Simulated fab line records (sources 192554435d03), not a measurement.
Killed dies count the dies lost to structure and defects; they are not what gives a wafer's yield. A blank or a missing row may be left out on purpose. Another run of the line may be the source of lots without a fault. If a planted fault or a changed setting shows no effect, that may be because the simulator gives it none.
Chamber matching || flow n5Finfet || uvCure-03 running N5_BEOL_M8_CURE_75: 3 sister chambers
The step cures SiCOH lowk, time 120 s. 22 wafers are shown with their chamber, then 11 later ones without.

## WAFERS, EACH WITH ITS CHAMBER
{"wafer": "L075.1", "chamber": 1, "wafer_temp_C_max": 372.5, "lampPowerPct (%)": 52.27}
{"wafer": "L075.2", "chamber": 1, "wafer_temp_C_max": 372.5, "lampPowerPct (%)": 52.35}
{"wafer": "L075.5", "chamber": 1, "wafer_temp_C_max": 372.5, "lampPowerPct (%)": 52.37}
{"wafer": "L076.2", "chamber": 1, "wafer_temp_C_max": 372.7, "lampPowerPct (%)": 52.30}
{"wafer": "L076.4", "chamber": 1, "wafer_temp_C_max": 371.9, "lampPowerPct (%)": 52.35}
{"wafer": "L076.5", "chamber": 1, "wafer_temp_C_max": 372.6, "lampPowerPct (%)": 52.27}
{"wafer": "L077.3", "chamber": 0, "wafer_temp_C_max": 371.0, "lampPowerPct (%)": 52.28}
{"wafer": "L077.5", "chamber": 0, "wafer_temp_C_max": 370.9, "lampPowerPct (%)": 52.37}
{"wafer": "L077.6", "chamber": 0, "wafer_temp_C_max": 371.6, "lampPowerPct (%)": 52.31}
{"wafer": "L080.2", "chamber": 2, "wafer_temp_C_max": 371.4, "lampPowerPct (%)": 52.38}
{"wafer": "L080.5", "chamber": 2, "wafer_temp_C_max": 372.1, "lampPowerPct (%)": 52.38}
{"wafer": "L080.6", "chamber": 2, "wafer_temp_C_max": 371.5, "lampPowerPct (%)": 52.34}
{"wafer": "L082.1", "chamber": 1, "wafer_temp_C_max": 372.3, "lampPowerPct (%)": 52.26}
{"wafer": "L082.3", "chamber": 1, "wafer_temp_C_max": 372.1, "lampPowerPct (%)": 52.35}
{"wafer": "L082.5", "chamber": 1, "wafer_temp_C_max": 372.2, "lampPowerPct (%)": 52.31}
{"wafer": "L083.2", "chamber": 0, "wafer_temp_C_max": 371.5, "lampPowerPct (%)": 52.32}
{"wafer": "L083.5", "chamber": 0, "wafer_temp_C_max": 371.2, "lampPowerPct (%)": 52.31}
{"wafer": "L083.6", "chamber": 0, "wafer_temp_C_max": 371.5, "lampPowerPct (%)": 52.29}
{"wafer": "L087.1", "chamber": 1, "wafer_temp_C_max": 371.9, "lampPowerPct (%)": 52.32}
{"wafer": "L087.4", "chamber": 1, "wafer_temp_C_max": 372.2, "lampPowerPct (%)": 52.26}
{"wafer": "L087.5", "chamber": 1, "wafer_temp_C_max": 372.4, "lampPowerPct (%)": 52.29}
{"wafer": "L089.1", "chamber": 1, "wafer_temp_C_max": 372.5, "lampPowerPct (%)": 52.28}

SIGNATURES (averages over the wafers above)
{"reading": "wafer_temp_C_max", "chamber 0": 371.283, "chamber 1": 372.331, "chamber 2": 371.667, "scatter within a chamber": 0.281}
{"reading": "lampPowerPct", "chamber 0": 52.3133, "chamber 1": 52.3062, "chamber 2": 52.3667, "scatter within a chamber": 0.0355}
Rule: for each reading, subtract the chamber's mean from the wafer's reading, divide by that reading's scatter and square the result; add these up over the readings and take the root, which gives the wafer's distance from the chamber. If the next closest chamber is less than 2 further off than the closest, the wafer can't be placed; otherwise it belongs to the closest. The scatter: the root of (the sum of the squares of (reading less its chamber's mean) over the shown wafers, divided by (wafers less chambers)).

## WAFERS WHOSE CHAMBER IS MISSING
{"wafer": "L089.2", "wafer_temp_C_max": 371.8, "lampPowerPct (%)": 52.34}
{"wafer": "L089.4", "wafer_temp_C_max": 371.6, "lampPowerPct (%)": 52.33}
{"wafer": "L093.1", "wafer_temp_C_max": 371.5, "lampPowerPct (%)": 52.40}
{"wafer": "L093.4", "wafer_temp_C_max": 371.6, "lampPowerPct (%)": 52.23}
{"wafer": "L093.6", "wafer_temp_C_max": 371.1, "lampPowerPct (%)": 52.28}
{"wafer": "L094.1", "wafer_temp_C_max": 371.5, "lampPowerPct (%)": 52.39}
{"wafer": "L094.2", "wafer_temp_C_max": 371.2, "lampPowerPct (%)": 52.30}
{"wafer": "L094.3", "wafer_temp_C_max": 371.2, "lampPowerPct (%)": 52.24}
{"wafer": "L096.1", "wafer_temp_C_max": 371.6, "lampPowerPct (%)": 52.28}
{"wafer": "L096.3", "wafer_temp_C_max": 371.4, "lampPowerPct (%)": 52.31}
{"wafer": "L096.4", "wafer_temp_C_max": 371.1, "lampPowerPct (%)": 52.27}

## THE CHAMBER EACH PASSED THROUGH
{"wafer": "L089.2", "from the rows above": "can't be placed: 2 or 0 or 1", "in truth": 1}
{"wafer": "L089.4", "from the rows above": "can't be placed: 2 or 0 or 1", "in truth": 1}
{"wafer": "L093.1", "from the rows above": "can't be placed: 2 or 0", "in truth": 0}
{"wafer": "L093.4", "from the rows above": "can't be placed: 0 or 1 or 2", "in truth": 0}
{"wafer": "L093.6", "from the rows above": 0, "in truth": 0}
{"wafer": "L094.1", "from the rows above": "can't be placed: 2 or 0", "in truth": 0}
{"wafer": "L094.2", "from the rows above": 0, "in truth": 0}
{"wafer": "L094.3", "from the rows above": "can't be placed: 0 or 2", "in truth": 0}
{"wafer": "L096.1", "from the rows above": "can't be placed: 0 or 2 or 1", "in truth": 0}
{"wafer": "L096.3", "from the rows above": "can't be placed: 0 or 2", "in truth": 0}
{"wafer": "L096.4", "from the rows above": 0, "in truth": 0}
Placed correctly: 3 of 11. Cannot be placed on the basis of these rows: 8; the candidates contain the true chamber in 8. Placed wrongly: 0.
